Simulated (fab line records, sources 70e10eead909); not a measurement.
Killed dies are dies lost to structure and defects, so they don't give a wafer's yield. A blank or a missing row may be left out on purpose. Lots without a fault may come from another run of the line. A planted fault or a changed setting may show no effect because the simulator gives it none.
fab line records | flow nand_harc
record lots=12 wafers=36 last_day=32
route steps=1302 shown A_BONDPAD@1203 END@1302
lots that met no fault: from a run of the same line without faults
start_h: hours from the record's first day to the start of the lot's first wafer shown | wait_h: hours since the lot's step before | " the same as in the row above | L1.1+2: a row that stands for several wafers | - no value, or no start given | * or withheld: withheld | < > ~ a bound
route shown NAME@n: a module of which the file shows steps, and the number in the route of the first | usual: mean/standard deviation of fault-free wafers | same: alike in all rows | chamber/n: place in a boat | sites: the reading at each site | _std_site: their standard deviation | _edge_site: outer sites' mean less inner sites' | radius_mm: how far each site lies from the wafer's centre | mask NAME#n: copy n | behind: the tool/chamber that last shaped the wafer | hold: why the lot was held/for how many hours/how that ended | device: the transistor (n, p or np) that didn't switch | end of line: the same wafers' tests at the end of the route | a step without rows: its recipe alone | killed: dies lost to structure and defects at the first sort, not the wafer's yield | map: a wafer's dies, x killed, . not, _ none there
set.NAME: the setting as run; set.NAME@STEP: as run at that earlier step | model.NAME: the simulator's own value behind a step, which no gauge read
steps of the route over a sample of lots; a table a step, a row a wafer
services: from which hour (start_h, from the record's first day; less than 0 if before it) a tool's chamber was out of use, for how many hours, and why
## steps
# step NHARC_A_BONDPAD_CMP_29
# recipe target_thk_nm=200 material=SiCN
# usual motor_current_A=12.1/1.3
# columns lot.wafer tool chamber start_h wait_h motor_current_A
L846.1 cmp-01 3 530.64 - 10.4
L846.3 " 1 " " 12.4
L846.4 " 2 " " 12.2
L845.1 cmp-01 3 537.11 - 10.6
L845.2 " 1 " " 12.4
L845.5 " 3 " " 10.9
L847.2 cmp-02 2 545.23 - 10.7
L847.6 " 0 " " 10.0
L847.5 " 1 " " 12.8
L850.2 cmp-01 3 580.63 - 11.3
L850.1 " 2 " " 13.0
L850.6 " 3 " " 11.0
L852.4 cmp-01 2 590.56 - 12.5
L852.1 " 3 " " 11.0
L852.6 " 1 " " 13.1
L853.1 cmp-01 0 617.14 - 13.1
L853.4 " 1 " " 12.8
L853.2 " 2 " " 12.5
L861.4 cmp-01 3 682.95 0.3 11.1
L861.1 " 0 " " 12.7
L861.6 " 3 " " 11.0
L862.3 cmp-04 2 691.13 - 11.1
L862.5 " 2 " " 11.2
L862.6 " 3 " " 10.3
L865.2 cmp-02 2 715.28 - 10.6
L865.5 " 2 " " 10.8
L865.6 " 3 " " 14.7
L864.3 cmp-01 2 722.94 - 13.2
L864.2 " 3 " " 11.1
L864.6 " 2 " " 11.5
L867.1 cmp-01 1 735.92 - 12.8
L867.3 " 3 " " 11.0
L867.6 " 1 " " 12.7
L866.2 cmp-02 3 738.91 - 14.2
L866.3 " 0 " " 10.4
L866.6 " 2 " " 10.7
# step NHARC_A_BONDPAD_ETCH_34
# recipe target_depth_a=600 overetch_a=180 time_s=65.91 ion_energy_ev=200 n2_flow_sccm=150 h2_flow_sccm=150 ar_flow_sccm=0 rf_w=400 bias_w=150 chemistry=N2/H2
# usual drypump_motor_current_A=6.0/0.47 oes_product_au=1.002/0.011 rf_vpp_V=430.5/2.7 run_length_s=87.3/0.43 showerhead_plenum_p_Torr=2.04/0.098 throttle_valve_pct=14.172/0.009
# columns lot.wafer tool chamber start_h wait_h drypump_motor_current_A oes_product_au rf_hours_counter_h rf_vpp_V run_length_s showerhead_plenum_p_Torr throttle_valve_pct
L846.4 rie_diel-10 2 531.76 0.1 5.6 0.991 3 428.7 88.5 1.93 14.169
L846.3 " 3 " " 6.3 1.002 3 432.0 87.6 2.13 14.173
L846.1 " 0 " " 6.2 1.013 3 429.0 87.4 1.96 14.179
L845.2 rie_diel-10 3 538.14 0.1 6.3 1.002 3 433.2 87.0 2.13 14.173
L845.1 " 0 " " 6.2 1.009 3 428.3 87.1 1.96 14.176
L845.5 " 3 " " 6.3 0.988 - 431.6 87.0 2.13 14.173
L847.2 rie_diel-10 3 546.34 0.1 6.3 1.002 3 433.9 87.7 2.13 14.180
L847.6 " 3 " " 6.3 0.990 - 434.2 87.5 2.13 14.168
L847.5 " 0 " " 6.2 1.011 - 427.4 87.7 1.96 14.175
L850.1 rie_diel-06 0 581.62 0.1 5.9 0.986 14 431.4 86.5 2.07 14.183
L850.2 " 2 " " 5.5 1.000 15 432.1 86.6 2.16 14.165
L850.6 " 3 " " 5.6 0.987 - 427.7 87.2 1.92 14.167
L852.1 rie_diel-10 1 591.65 0.1 6.7 0.996 4 433.0 86.7 2.16 14.188
L852.4 " 3 " " 6.3 1.000 4 433.8 87.1 2.13 14.160
L852.6 " 1 " " 6.7 0.992 - 432.8 87.4 2.16 14.175
L853.4 rie_diel-10 0 618.13 0.1 6.2 1.013 1 429.8 87.2 1.96 14.182
L853.1 " 2 " " 5.5 1.011 0 428.3 87.6 1.93 14.175
L853.2 " 3 " " 6.3 0.991 0 433.4 87.0 2.13 14.172
L861.1 rie_diel-06 2 683.94 0.1 5.6 1.019 1 432.9 86.7 2.15 14.172
L861.4 " 3 " " 5.6 1.004 1 427.5 87.6 1.92 14.161
L861.6 " 0 " " 5.9 1.003 - 430.8 86.8 2.06 14.184
L862.3 rie_diel-10 0 692.24 0.1 6.2 1.004 4 428.0 87.4 1.96 14.179
L862.5 " 0 " " 6.2 1.009 - 428.8 87.4 1.96 14.175
L862.6 " 1 " " 6.7 1.016 - 432.6 87.1 2.16 14.152
L865.2 rie_diel-10 1 716.30 0.1 6.7 1.014 4 433.7 86.8 2.16 14.182
L865.6 " 2 " " 5.6 1.006 - 426.8 87.7 1.92 14.179
L865.5 " 3 " " 6.3 1.020 - 432.7 87.1 2.13 14.177
L864.3 rie_diel-10 2 724.04 0.1 5.6 1.008 4 428.0 87.8 1.93 14.179
L864.2 " 3 " " 6.3 1.006 4 432.7 87.2 2.13 14.150
L864.6 " 1 " " 6.7 1.011 - 434.2 87.3 2.16 14.167
L867.1 rie_diel-06 1 736.91 0.1 5.4 0.991 10 429.5 87.1 1.99 14.174
L867.3 " 3 " " 5.6 1.001 8 427.1 87.6 1.91 14.187
L867.6 " 0 " " 5.9 1.010 - 431.1 86.7 2.06 14.173
L866.2 rie_diel-10 1 739.90 0.1 6.8 1.020 4 433.3 87.0 2.16 14.168
L866.3 " 2 " " 5.5 1.009 4 427.4 87.6 1.93 14.160
L866.6 " 1 " " 6.8 1.025 - 433.7 87.1 2.16 14.178
# step NHARC_A_BONDPAD_ETCH_12
# recipe target_depth_a=2200 time_s=110 chf3_flow_sccm=50 o2_flow_sccm=10 ar_flow_sccm=200 rf_w=500 bias_w=200 chemistry=CHF3/O2
# usual drypump_motor_current_A=6.1/0.46 oes_product_au=0.955/0.023 rf_vpp_V=370.7/2.5 run_length_s=131.4/0.41 showerhead_plenum_p_Torr=2.40/0.11 throttle_valve_pct=20.572/0.0089
# columns lot.wafer tool chamber start_h wait_h drypump_motor_current_A oes_product_au rf_hours_counter_h rf_vpp_V run_length_s showerhead_plenum_p_Torr throttle_valve_pct
L846.4 rie_diel-10 2 531.84 - 5.6 0.955 3 366.1 132.1 2.28 20.574
L846.1 " 3 " " 6.3 0.966 3 372.6 131.4 2.50 20.578
L846.3 " 0 " " 6.2 0.966 3 368.9 131.7 2.32 20.573
L845.1 rie_diel-10 3 538.25 - 6.3 0.962 3 373.3 131.1 2.50 20.571
L845.2 " 0 " " 6.2 0.987 3 368.2 131.3 2.32 20.575
L845.5 " 1 " " 6.7 0.978 - 372.0 131.4 2.53 20.563
L847.2 rie_diel-10 0 546.45 - 6.2 0.964 3 368.1 132.1 2.32 20.578
L847.5 " 3 " " 6.3 0.951 - 372.6 131.2 2.50 20.567
L847.6 " 1 " " 6.8 0.957 - 374.1 131.1 2.53 20.568
L850.2 rie_diel-06 3 581.72 - 5.6 0.924 8 368.6 131.5 2.27 20.584
L850.1 " 0 " " 5.9 0.919 14 370.1 131.0 2.43 20.572
L850.6 " 2 " " 5.6 0.922 - 373.7 130.8 2.53 20.562
L852.1 rie_diel-10 3 591.74 - 6.3 0.974 4 374.4 127.4 2.50 20.556
L852.4 " 2 " " 5.5 0.957 4 368.1 132.7 2.28 20.564
L852.6 " 3 " " 6.3 0.975 - 372.7 131.4 2.50 20.573
L853.2 rie_diel-10 0 618.23 - 6.2 0.979 1 368.3 131.4 2.32 20.571
L853.1 " 1 " " 6.7 0.981 1 374.6 127.8 2.53 20.566
L853.4 " 2 " " 5.5 0.968 0 367.2 131.7 2.28 20.571
L861.4 rie_diel-06 0 684.02 - 5.9 0.974 2 371.2 130.7 2.43 20.555
L861.1 " 3 " " 5.6 0.959 1 367.7 131.6 2.27 20.575
L861.6 " 1 " " 5.4 0.974 - 369.8 131.4 2.35 20.557
L862.3 rie_diel-10 2 692.36 - 5.6 0.927 3 369.1 131.7 2.28 20.582
L862.6 " 3 " " 6.3 0.927 - 371.8 131.4 2.50 20.572
L862.5 " 0 " " 6.2 0.933 - 368.9 131.2 2.31 20.579
L865.2 rie_diel-10 1 716.38 - 6.7 0.985 4 374.9 131.0 2.53 20.575
L865.5 " 0 " " 6.2 0.961 - 369.0 131.2 2.31 20.564
L865.6 " 1 " " 6.7 0.979 - 373.3 131.0 2.53 20.586
L864.2 rie_diel-10 1 724.14 - 6.7 0.972 4 373.2 131.0 2.53 20.580
L864.3 " 3 " " 6.3 0.980 4 371.4 131.4 2.50 20.576
L864.6 " 1 " " 6.7 0.976 - 374.5 131.2 2.53 20.579
L867.3 rie_diel-06 1 737.00 - 5.4 0.956 10 369.8 131.1 2.35 20.567
L867.1 " 3 " " 5.6 0.957 8 367.3 131.5 2.26 20.555
L867.6 " 0 " " 5.9 0.961 - 371.1 131.3 2.42 20.575
L866.2 rie_diel-10 0 740.00 - 6.2 0.967 4 368.9 131.4 2.31 20.571
L866.3 " 1 " " 6.7 0.995 4 373.2 131.0 2.53 20.572
L866.6 " 0 " " 6.2 0.962 - 368.3 131.4 2.31 20.580
# step NHARC_A_BONDPAD_THK_MEAS_20
# recipe thk_meas_gauge=xrf
# usual thk_nm=169.5/1.5
# columns lot.wafer tool chamber start_h wait_h thk_nm
L846.1 film_metro-02 - 534.04 - 168.2
L846.3 " - " " 167.2
L846.4 " - " " 170.3
L845.1 film_metro-02 - 540.44 - 168.5
L845.2 " - " " 171.6
L845.5 " - " " 167.7
L847.2 film_metro-02 - 548.63 - 166.9
L847.5 " - " " 172.4
L847.6 " - " " 167.3
L850.1 film_metro-01 - 583.93 - 169.7
L850.2 " - " " 168.5
L850.6 " - " " 169.1
L852.1 film_metro-01 - 593.92 - 169.0
L852.4 " - " " 170.8
L852.6 " - " " 172.3
L853.1 film_metro-01 - 620.38 - 170.5
L853.2 " - " " 171.7
L853.4 " - " " 169.5
L861.1 film_metro-02 - 686.26 - 169.2
L861.4 " - " " 171.2
L861.6 " - " " 167.6
L862.3 film_metro-02 - 694.58 - 170.4
L862.5 " - " " 169.3
L862.6 " - " " 169.9
L865.2 film_metro-01 - 718.60 - 169.0
L865.5 " - " " 169.3
L865.6 " - " " 167.6
L864.2 film_metro-01 - 726.30 - 170.6
L864.3 " - " " 166.3
L864.6 " - " " 166.8
L867.1 film_metro-01 - 739.21 - 168.4
L867.3 " - " " 167.7
L867.6 " - " " 167.4
L866.2 film_metro-01 - 742.19 - 167.1
L866.3 " - " " 170.6
L866.6 " - " " 168.2
# step NHARC_END_SORT_01
# recipe temp_c=25
# usual defect_limited_yield=90.7/2.7 killed_at_array=58/19 killed_at_other=1.1/1.2 killed_at_periphery=3.8/2.4 killed_dies=63/18 killed_open=3.3/1.8 killed_short=2.2/1.6
# same gross_dies=677
# columns lot.wafer tool chamber start_h wait_h defect_limited_yield[%] killed_at_array killed_at_other killed_at_periphery killed_dies killed_open killed_short
L861.1 prober-02 0 714.62 2.5 88.8 71 0 5 76 3 3
L861.4 prober-02 0 716.98 3.4 90.1 62 0 5 67 6 2
L861.6 prober-02 0 718.55 3.9 89.2 72 0 1 73 0 0
L862.3 prober-01 0 725.14 3.1 86.9 82 4 3 89 3 5
L862.5 prober-01 0 726.72 3.7 90.1 64 0 3 67 4 2
L862.6 prober-01 0 727.51 4.0 90.5 55 3 6 64 2 1
# killed by level:class
L861.1 A_CHANNEL_HOLE_D1:chamber_film_flake=32 A_CHANNEL_HOLE_D2:chamber_film_flake=22 A_CHANNEL_FILL_D2:chamber_film_flake=4 P_GATE:chamber_film_flake=3 A_SLIT:chamber_film_flake=3 A_BLC:geometric_particle:open=2 A_STAIRCASE:chamber_film_flake=2 A_SGD_CUT:chamber_film_flake=2
L861.4 A_CHANNEL_HOLE_D1:chamber_film_flake=29 A_CHANNEL_HOLE_D2:chamber_film_flake=14 A_STAIRCASE:chamber_film_flake=6 P_STI:geometric_particle:open=2 A_SLIT:chamber_film_flake=2 A_WL_FILL:chamber_film_flake=2 A_ONON_D1:geometric_particle:open=1 A_ONON_D2:geometric_particle:open=1
L861.6 A_CHANNEL_HOLE_D2:chamber_film_flake=28 A_CHANNEL_HOLE_D1:chamber_film_flake=26 A_CHANNEL_FILL_D2:chamber_film_flake=5 A_SLIT:chamber_film_flake=5 A_STAIRCASE:chamber_film_flake=3 A_CONTACT:chamber_film_flake=2 P_BONDPAD:chamber_film_flake=1 A_SGD_CUT:chamber_film_flake=1
L862.3 A_SLIT:chamber_film_flake=41 A_CONTACT:chamber_film_flake=13 A_STAIRCASE:chamber_film_flake=9 A_CHANNEL_HOLE_D1:chamber_film_flake=8 A_CHANNEL_HOLE_D2:chamber_film_flake=3 THIN_TSV:chamber_film_flake=3 A_WL_FILL:geometric_particle:short=2 P_CONTACT:chamber_film_flake=2
L862.5 A_SLIT:chamber_film_flake=30 A_CHANNEL_HOLE_D1:chamber_film_flake=10 A_CONTACT:chamber_film_flake=7 A_CHANNEL_HOLE_D2:chamber_film_flake=5 A_STAIRCASE:chamber_film_flake=4 P_M2:chamber_film_flake=2 A_DECK1_JOINT:chamber_film_flake=2 P_M0:geometric_particle:open=1
L862.6 A_SLIT:chamber_film_flake=26 A_CONTACT:chamber_film_flake=9 A_CHANNEL_HOLE_D1:chamber_film_flake=6 A_STAIRCASE:chamber_film_flake=6 A_CHANNEL_HOLE_D2:chamber_film_flake=4 P_CONTACT:chamber_film_flake=3 THIN_TSV:chamber_film_flake=3 P_CONTACT:geometric_particle:open=1
## services
# columns tool chamber start_h hours kind
cmp-04 - 509.76 4.1 repair
cmp-02 - 526.70 4.0 pm
cmp-04 - 530.53 0.2 repair
cmp-01 - 542.16 1.2 repair
cmp-01 - 544.58 0.5 repair
rie_diel-10 2 544.89 6.4 repair
rie_diel-06 - 548.65 3.7 repair
cmp-01 - 585.53 4.0 pm
cmp-04 - 591.32 10.6 repair
rie_diel-10 - 596.50 9.0 pm
cmp-04 - 601.94 4.0 pm
cmp-02 - 624.70 4.0 pm
cmp-04 - 631.81 0.9 repair
cmp-01 - 637.78 1.4 repair
cmp-01 - 657.51 2.7 repair
rie_diel-06 - 661.20 9.0 pm
cmp-04 - 672.96 0.7 repair
cmp-01 - 683.53 4.0 pm
cmp-04 - 691.40 1.3 repair
cmp-04 - 693.63 0.3 repair
cmp-04 - 699.99 4.0 pm
rie_diel-06 0 711.70 2.8 repair
cmp-01 - 719.60 2.3 repair
cmp-02 - 722.70 4.0 pm
## key
first_sign step=NHARC_A_BONDPAD_ETCH_12 reading=run_length_s direction=down sigmas=9.4 usual=* struck=*
effect none on later readings
met_at NHARC_A_BONDPAD_ETCH_12
struck_lots L852,L853
struck_wafers L852.1,L853.1
not_acting_at NHARC_A_BONDPAD_CMP_29,NHARC_A_BONDPAD_ETCH_34,NHARC_A_BONDPAD_THK_MEAS_20
onset_between 546.45 591.74
fault kind=process_parameter_drift tool=rie_diel-10 chamber=- onset_h=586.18 steps=NHARC_A_BONDPAD_ETCH_12 channel=time_s offset=* shape=step end_h=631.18 scope=struck_wafers_only acts_in=* stated=*
